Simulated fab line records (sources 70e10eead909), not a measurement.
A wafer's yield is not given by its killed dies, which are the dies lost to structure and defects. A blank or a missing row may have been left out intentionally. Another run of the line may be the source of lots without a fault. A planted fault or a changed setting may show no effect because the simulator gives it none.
fab line records ; flow nand_harc
[record] lots = 13; wafers = 39; last_day = 25
route steps=1159 shown A_CONTACT@946 A_BLC@971
lots with no fault: from the same line, run without faults
start_h: hours from the record's first day to the start of the lot's first wafer shown ; wait_h: how many hours have passed since the lot's step before this one ; " unchanged from the row above ; L1.1+2: one row covering several wafers at once ; - no value present, or no start provided ; * or withheld: withheld ; < > ~ a bound
route shown NAME@n: names a module that has steps shown in the file, with the first one's number in the route ; usual: average and standard deviation across the fault-free wafers ; same: alike in all rows ; chamber/n: place in a boat ; sites: each site's reading ; _std_site: standard deviation of those values ; _edge_site: outer sites' mean less inner sites' ; radius_mm: how far each site lies from the wafer's centre ; mask NAME#n: copy n ; behind: tool/chamber where the wafer was last shaped ; hold: what put the lot on hold/how long, in hours/how the hold closed ; device: names the non-switching transistor (n, p or np) ; end of line: at the end of the route, the tests of the same wafers ; a step with no rows: only its recipe ; killed: at the first sort, the dies lost to defects and structure; wafer yield is something else ; map: shows each die of a wafer: x if killed, . if not, _ if none is there
set.NAME: the run value of the setting; set.NAME@STEP: its run value at that earlier step ; model.NAME: the simulator's own value behind a step, which no gauge read
one table for each step of the route and one row for each wafer, over a sample of lots
services: the hour from which a tool's chamber was out of use, counted from the record's first day as start_h (under 0 if before that day), plus the number of hours and why
[[steps]]
[step NHARC_A_CONTACT_ETCH_137]
[recipe] source_w = withheld; pressure_mtorr = 20; bias_v = 3000; time_s = 132; target_depth_a = 12870; ar_flow_sccm = withheld; c4f8_flow_sccm = withheld; o2_flow_sccm = withheld; chemistry = C4F8/O2/Ar
lot.wafer;tool;chamber;start_h;wait_h;rf_hours_counter_h
L623.1;har_cap_etch-03;1;388.75;0.1;87
L623.5;har_cap_etch-03;1;388.75;0.1;-
L623.6;har_cap_etch-03;0;388.75;0.1;-
L626.2;har_cap_etch-03;1;393.37;0.1;87
L626.1;har_cap_etch-03;0;393.37;0.1;87
L626.6;har_cap_etch-03;1;393.37;0.1;-
L628.2;har_cap_etch-01;1;398.93;0.1;58
L628.3;har_cap_etch-01;0;398.93;0.1;-
L628.6;har_cap_etch-01;1;398.93;0.1;-
L627.4;har_cap_etch-03;0;418.31;0.1;-
L627.3;har_cap_etch-03;1;418.31;0.1;-
L627.6;har_cap_etch-03;0;418.31;0.1;-
L629.2;har_cap_etch-03;1;436.89;0.1;93
L629.3;har_cap_etch-03;1;436.89;0.1;-
L629.4;har_cap_etch-03;0;436.89;0.1;-
L631.2;har_cap_etch-02;0;443.13;0.1;24
L631.1;har_cap_etch-02;1;443.13;0.1;24
L631.5;har_cap_etch-02;1;443.13;0.1;-
L636.1;har_cap_etch-03;1;475.39;0.1;99
L636.2;har_cap_etch-03;0;475.39;0.1;99
L636.3;har_cap_etch-03;0;475.39;0.1;-
L637.1;har_cap_etch-03;0;478.18;0.1;99
L637.2;har_cap_etch-03;1;478.18;0.1;99
L637.4;har_cap_etch-03;0;478.18;0.1;-
L634.2;har_cap_etch-02;0;479.31;0.1;30
L634.6;har_cap_etch-02;1;479.31;0.1;-
L634.5;har_cap_etch-02;0;479.31;0.1;-
L641.1;har_cap_etch-01;1;501.94;0.1;73
L641.3;har_cap_etch-01;1;501.94;0.1;-
L641.4;har_cap_etch-01;0;501.94;0.1;-
L643.1;har_cap_etch-03;0;510.89;0.1;106
L643.3;har_cap_etch-03;1;510.89;0.1;-
L643.6;har_cap_etch-03;1;510.89;0.1;-
L645.2;har_cap_etch-02;1;523.79;0.1;38
L645.1;har_cap_etch-02;0;523.79;0.1;38
L645.3;har_cap_etch-02;1;523.79;0.1;-
L646.1;har_cap_etch-03;0;536.05;0.1;111
L646.3;har_cap_etch-03;1;536.05;0.1;-
L646.4;har_cap_etch-03;0;536.05;0.1;-
[step NHARC_A_CONTACT_ALD_18]
[recipe] target_thk_a = 30; pulse_time_s = 1; ald_cycles = 150; temp_c = 450; material = TiN
[usual] heater_power_w = 1035/100; precursor_pulse_height_rel = 1.000/0.018
lot.wafer;tool;chamber;start_h;wait_h;heater_power_w;precursor_pulse_height_rel
L623.1;ald_metal-02;3;390.63;-;1037;1.000
L623.6;ald_metal-02;3;390.63;-;1020;1.005
L623.5;ald_metal-02;0;390.63;-;1034;0.982
L626.1;ald_metal-03;1;395.50;-;1075;0.984
L626.2;ald_metal-03;2;395.50;-;978;1.011
L626.6;ald_metal-03;0;395.50;-;1198;1.016
L628.2;ald_metal-04;1;401.08;-;1081;0.976
L628.3;ald_metal-04;2;401.08;-;1029;1.013
L628.6;ald_metal-04;1;401.08;-;1102;0.985
L627.4;ald_metal-04;2;420.10;-;976;1.019
L627.3;ald_metal-04;3;420.10;-;898;1.005
L627.6;ald_metal-04;2;420.10;-;955;1.004
L629.3;ald_metal-02;3;438.80;-;1033;0.992
L629.4;ald_metal-02;0;438.80;-;1027;1.007
L629.2;ald_metal-02;1;438.80;-;866;1.017
L631.2;ald_metal-04;1;445.42;-;1075;1.004
L631.1;ald_metal-04;0;445.42;-;1242;1.027
L631.5;ald_metal-04;2;445.42;-;989;0.989
L636.3;ald_metal-02;1;477.60;-;865;0.984
L636.2;ald_metal-02;2;477.60;-;1051;1.033
L636.1;ald_metal-02;3;477.60;-;1052;0.987
L637.4;ald_metal-04;1;479.98;-;1047;0.996
L637.1;ald_metal-04;2;479.98;-;973;1.006
L637.2;ald_metal-04;3;479.98;-;891;0.967
L634.2;ald_metal-02;0;481.14;-;1033;1.027
L634.5;ald_metal-02;2;481.14;-;1054;0.966
L634.6;ald_metal-02;3;481.14;-;1053;1.027
L641.4;ald_metal-02;2;503.76;-;1065;0.970
L641.1;ald_metal-02;3;503.76;-;1027;0.981
L641.3;ald_metal-02;1;503.76;-;847;0.985
L643.3;ald_metal-02;2;512.78;-;1028;1.000
L643.1;ald_metal-02;3;512.78;-;1038;1.004
L643.6;ald_metal-02;2;512.78;-;1041;0.987
L645.1;ald_metal-03;0;526.19;-;1085;1.011
L645.2;ald_metal-03;1;526.19;-;1049;1.029
L645.3;ald_metal-03;3;526.19;-;993;1.000
L646.3;ald_metal-04;0;538.02;-;1224;0.993
L646.4;ald_metal-04;1;538.02;-;1068;0.988
L646.1;ald_metal-04;3;538.02;-;883;1.006
[step NHARC_A_BLC_EXPOSE_07]
[recipe] na = 1.35; target_cd_nm = 100; dose_mj = 67.97; mask_id = A_BLC
lot.wafer;tool;chamber;start_h;wait_h;mask
L623.1+5+6;arfi_scanner-03;0;395.36;-;A_BLC#0
L626.1+2+6;arfi_scanner-02;0;399.86;-;A_BLC#0
L628.2+3+6;arfi_scanner-01;0;402.94;-;A_BLC#0
L627.3+4+6;arfi_scanner-02;0;421.95;-;A_BLC#0
L629.2+3+4;arfi_scanner-01;0;447.46;-;A_BLC#0
L631.1+2+5;arfi_scanner-01;0;454.33;-;A_BLC#0
L636.1+2+3;arfi_scanner-01;0;484.89;-;A_BLC#0
L637.1+2+4;arfi_scanner-03;0;494.38;-;A_BLC#0
L634.2+5+6;arfi_scanner-01;0;495.12;-;A_BLC#0
L641.1+3+4;arfi_scanner-03;0;516.09;-;A_BLC#0
L643.1+3+6;arfi_scanner-02;0;519.89;-;A_BLC#0
L645.1+2+3;arfi_scanner-02;0;529.46;-;A_BLC#0
L646.1+3+4;arfi_scanner-03;0;543.28;-;A_BLC#0
[step NHARC_A_BLC_CD_MEAS_10]
[recipe] target_cd_nm = 100; landing_energy_ev = 500
[usual] cd_nm = 99.5/0.88
lot.wafer;tool;chamber;start_h;wait_h;cd_nm
L623.1;cd_sem-01;0;395.50;-;99.6
L623.5;cd_sem-01;0;395.50;-;100.1
L623.6;cd_sem-01;0;395.50;-;99.9
L626.1;cd_sem-01;0;400.00;-;100.3
L626.2;cd_sem-01;0;400.00;-;99.0
L626.6;cd_sem-01;0;400.00;-;99.2
L628.2;cd_sem-03;0;403.08;-;99.6
L628.3;cd_sem-03;0;403.08;-;98.4
L628.6;cd_sem-03;0;403.08;-;98.5
L627.3;cd_sem-01;0;422.08;-;99.4
L627.4;cd_sem-01;0;422.08;-;100.9
L627.6;cd_sem-01;0;422.08;-;100.0
L629.2;cd_sem-03;0;447.59;-;101.5
L629.3;cd_sem-03;0;447.59;-;102.1
L629.4;cd_sem-03;0;447.59;-;100.3
L631.1;cd_sem-01;0;454.47;-;99.6
L631.2;cd_sem-01;0;454.47;-;98.6
L631.5;cd_sem-01;0;454.47;-;98.8
L636.1;cd_sem-02;0;485.03;-;98.9
L636.2;cd_sem-02;0;485.03;-;95.0
L636.3;cd_sem-02;0;485.03;-;94.5
L637.1;cd_sem-02;0;494.52;-;100.2
L637.2;cd_sem-02;0;494.52;-;98.9
L637.4;cd_sem-02;0;494.52;-;99.3
L634.2;cd_sem-01;0;495.26;-;94.0
L634.5;cd_sem-01;0;495.26;-;99.4
L634.6;cd_sem-01;0;495.26;-;93.9
L641.1;cd_sem-02;0;516.23;-;100.4
L641.3;cd_sem-02;0;516.23;-;99.9
L641.4;cd_sem-02;0;516.23;-;101.1
L643.1;cd_sem-03;0;520.03;-;98.9
L643.3;cd_sem-03;0;520.03;-;98.6
L643.6;cd_sem-03;0;520.03;-;99.1
L645.1;cd_sem-01;0;529.60;-;98.6
L645.2;cd_sem-01;0;529.60;-;98.1
L645.3;cd_sem-01;0;529.60;-;99.0
L646.1;cd_sem-02;0;543.42;-;98.6
L646.3;cd_sem-02;0;543.42;-;98.4
L646.4;cd_sem-02;0;543.42;-;98.0
[step NHARC_A_BLC_STRIP_21]
[recipe] o2_flow_sccm = 500; ar_flow_sccm = 0; bias_w = 0; chemistry = O2
[usual] drypump_motor_current_A = 5.8/0.42; oes_product_au = 0.996/0.013; rf_vpp_V = 57.7/0.86; showerhead_plenum_p_Torr = 3.48/0.14; throttle_valve_pct = 17.035/0.0089
lot.wafer;tool;chamber;start_h;wait_h;drypump_motor_current_A;oes_product_au;rf_hours_counter_h;rf_vpp_V;showerhead_plenum_p_Torr;throttle_valve_pct
L623.1;rie_diel-07;3;396.84;0.1;5.8;1.016;19;57.2;3.59;17.030
L623.6;rie_diel-07;2;396.84;0.1;6.4;1.003;-;57.9;3.45;17.030
L623.5;rie_diel-07;3;396.84;0.1;5.7;1.013;-;58.5;3.59;17.026
L626.1;rie_diel-07;1;401.34;0.1;5.6;0.990;19;57.2;3.33;17.037
L626.2;rie_diel-07;2;401.34;0.1;6.4;1.000;20;58.0;3.45;17.029
L626.6;rie_diel-07;1;401.34;0.1;5.6;0.999;-;58.2;3.33;17.023
L628.3;rie_diel-11;1;404.57;0.1;6.4;1.009;3;59.2;3.62;17.038
L628.2;rie_diel-11;0;404.57;0.1;5.9;1.006;3;57.5;3.62;17.034
L628.6;rie_diel-11;1;404.57;0.1;6.4;1.004;-;59.3;3.62;17.024
L627.4;rie_diel-07;2;423.61;0.1;6.4;0.991;1;56.9;3.45;17.039
L627.3;rie_diel-07;3;423.61;0.1;5.7;1.016;1;58.0;3.59;17.040
L627.6;rie_diel-07;3;423.61;0.1;5.7;1.010;-;57.6;3.59;17.039
L629.3;rie_diel-02;1;448.94;0.1;6.1;0.998;38;56.9;3.67;17.037
L629.2;rie_diel-02;3;448.94;0.1;6.0;0.988;42;57.6;3.30;17.035
L629.4;rie_diel-02;0;448.94;0.1;6.1;0.982;37;56.5;3.31;17.048
L631.1;rie_diel-02;3;455.93;0.1;6.0;0.992;44;57.8;3.30;17.018
L631.2;rie_diel-02;1;455.93;0.1;6.1;1.010;40;58.8;3.67;17.025
L631.5;rie_diel-02;2;455.93;0.1;5.7;0.983;-;57.8;3.43;17.039
L636.3;rie_diel-07;0;486.36;0.1;6.0;0.978;7;58.5;3.68;17.038
L636.1;rie_diel-07;1;486.36;0.1;5.6;0.985;8;57.5;3.33;17.025
L636.2;rie_diel-07;2;486.36;0.1;6.4;0.974;7;57.1;3.45;17.033
L637.2;rie_diel-07;0;496.05;0.1;6.0;1.011;8;58.3;3.68;17.024
L637.1;rie_diel-07;1;496.05;0.1;5.6;0.995;9;58.0;3.33;17.026
L637.4;rie_diel-07;2;496.05;0.1;6.4;0.971;-;59.3;3.45;17.041
L634.2;rie_diel-07;0;496.65;0.1;6.0;0.993;8;56.9;3.68;17.042
L634.6;rie_diel-07;2;496.65;0.1;6.4;0.976;-;57.8;3.45;17.051
L634.5;rie_diel-07;1;496.65;0.1;5.6;1.003;-;56.8;3.33;17.022
L641.4;rie_diel-07;0;517.56;0.1;6.0;0.997;10;57.7;3.68;17.036
L641.3;rie_diel-07;2;517.56;0.1;6.4;0.978;10;57.9;3.45;17.029
L641.1;rie_diel-07;3;517.56;0.1;5.7;1.016;9;57.1;3.58;17.047
L643.1;rie_diel-11;2;521.52;0.1;5.3;0.983;13;57.8;3.45;17.024
L643.3;rie_diel-11;3;521.52;0.1;5.0;1.000;14;57.9;3.29;17.043
L643.6;rie_diel-11;2;521.52;0.1;5.3;0.986;-;57.2;3.45;17.041
L645.3;rie_diel-07;2;530.98;0.1;6.5;0.980;11;57.4;3.45;17.033
L645.1;rie_diel-07;3;530.98;0.1;5.7;1.023;10;58.0;3.58;17.037
L645.2;rie_diel-07;0;530.98;0.1;6.0;1.005;11;57.4;3.68;17.038
L646.1;rie_diel-02;2;544.75;0.1;5.7;0.972;12;59.5;3.41;17.036
L646.4;rie_diel-02;3;544.75;0.1;6.0;0.994;12;56.4;3.29;17.050
L646.3;rie_diel-02;0;544.75;0.1;6.0;0.993;13;57.1;3.29;17.034
[[services]]
tool;chamber;start_h;hours;kind
arfi_scanner-01;-;368.00;4.0;pm
rie_diel-02;0;369.04;2.8;repair
rie_diel-02;1;376.46;9.8;repair
rie_diel-07;1;377.19;1.6;repair
ald_metal-02;0;381.73;5.5;repair
rie_diel-07;-;388.79;0.7;repair
arfi_scanner-03;-;397.58;8.0;repair
rie_diel-07;-;405.20;9.0;pm
ald_metal-04;-;406.00;10.0;pm
ald_metal-02;-;416.79;0.3;repair
arfi_scanner-02;-;417.07;1.0;repair
arfi_scanner-02;-;428.00;4.0;pm
arfi_scanner-01;-;445.49;0.3;repair
arfi_scanner-03;-;450.02;0.5;repair
arfi_scanner-02;-;468.80;3.0;repair
arfi_scanner-03;-;476.54;1.1;repair
arfi_scanner-02;-;482.10;6.8;repair
ald_metal-04;-;482.55;0.4;repair
arfi_scanner-03;-;484.00;4.0;pm
arfi_scanner-03;-;499.84;0.5;repair
rie_diel-07;-;520.18;6.1;repair
arfi_scanner-03;-;527.90;11.8;repair
arfi_scanner-01;-;540.00;4.0;pm
ald_metal-02;-;542.00;10.0;pm
[[key]]
[first_sign] step = NHARC_A_BLC_CD_MEAS_10; reading = cd_nm; direction = down; sigmas = 5.8; usual = 99.5; struck = 94.3
effect none on later readings
met_at NHARC_A_BLC_EXPOSE_07
struck_lots L634,L636
struck_wafers L634.2,L634.6,L636.2,L636.3
tester_left_out L634,L636
not_acting_at NHARC_A_CONTACT_ETCH_137,NHARC_A_CONTACT_ALD_18,NHARC_A_BLC_STRIP_21
onset_between 454.33 484.89
[fault] kind = process_parameter_drift; tool = arfi_scanner-01; chamber = -; onset_h = 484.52; steps = NHARC_A_BLC_EXPOSE_07; channel = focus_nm; offset = 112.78; shape = step; end_h = 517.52; scope = struck_wafers_only
// tester_left_out: of these lots the tester's yield and bins aren't shown, on N5 and GAA mostly nor the transistor test; their killed dies are dies lost to structure and defects alone, not to doping, threshold or leakage, so they don't give the yield
